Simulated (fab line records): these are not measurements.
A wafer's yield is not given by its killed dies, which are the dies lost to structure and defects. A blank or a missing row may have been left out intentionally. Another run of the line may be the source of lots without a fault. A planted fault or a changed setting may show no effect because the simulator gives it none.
Chamber matching -- flow nand-harc -- rie-diel-09 running NHARC_A_BLC_STRIP_21: 4 sister chambers
The step strips in O2. 20 wafers are shown with their chamber, then 10 later ones without.

## WAFERS PAIRED WITH THEIR CHAMBERS
wafer,chamber,showerhead-plenum-p-Torr (Torr),throttle-valve-pct (%),rf-vpp-V (V)
L308.2,3,3.34,17.014,56.6
L308.3,1,3.50,17.028,58.5
L308.4,0,3.62,17.032,57.9
L310.4,2,3.73,17.040,57.9
L310.5,1,3.50,17.049,57.8
L310.6,2,3.73,17.032,58.5
L309.1,0,3.62,17.044,58.4
L309.5,1,3.50,17.041,57.5
L309.6,0,3.62,17.040,57.6
L311.1,3,3.34,17.032,56.6
L311.2,1,3.50,17.024,56.9
L311.3,0,3.62,17.046,56.1
L315.3,2,3.72,17.033,58.3
L315.4,3,3.34,17.044,57.5
L315.6,3,3.34,17.020,58.2
L318.1,3,3.34,17.037,58.7
L318.4,0,3.62,17.049,59.4
L318.6,0,3.62,17.035,57.9
L323.1,0,3.62,17.042,56.9
L323.5,0,3.62,17.063,57.4

SIGNATURES (means of the wafers above)
reading,chamber 0,chamber 1,chamber 2,chamber 3,scatter within a chamber
showerhead-plenum-p-Torr,3.6200,3.5000,3.7267,3.3400,0.00204
throttle-valve-pct,17.04387,17.03550,17.03500,17.02940,0.0102
rf-vpp-V,57.700,57.675,58.233,57.520,0.86
Rule: for a wafer and a chamber, the distance is found by dividing, reading by reading, the gap between the wafer's reading and the chamber's mean by the reading's scatter, squaring, summing and taking the root. If the next closest chamber is less than 2 further off than the closest, the wafer can't be placed; otherwise it belongs to the closest. The scatter: the root of (the sum of the squares of (reading less its chamber's mean) over the shown wafers, divided by (wafers less chambers)).

## WAFERS WHOSE CHAMBER IS MISSING
wafer,showerhead-plenum-p-Torr (Torr),throttle-valve-pct (%),rf-vpp-V (V)
L323.6,3.34,17.019,57.1
L317.2,3.72,17.036,57.9
L317.4,3.62,17.038,57.9
L317.6,3.34,17.036,56.3
L326.1,3.34,17.038,56.8
L326.2,3.72,17.029,60.2
L326.6,3.49,17.045,58.4
L327.1,3.34,17.027,57.0
L327.2,3.49,17.038,58.4
L327.3,3.61,17.032,56.9

## EACH ONE'S CHAMBER
wafer,from the rows above,in truth
L323.6,3,3
L317.2,2,2
L317.4,0,0
L317.6,3,3
L326.1,3,3
L326.2,2,2
L326.6,1,1
L327.1,3,3
L327.2,1,1
L327.3,0,0
Correct placement for 10 of the 10. Can't be placed from these rows: 0. Wrongly placed: 0.
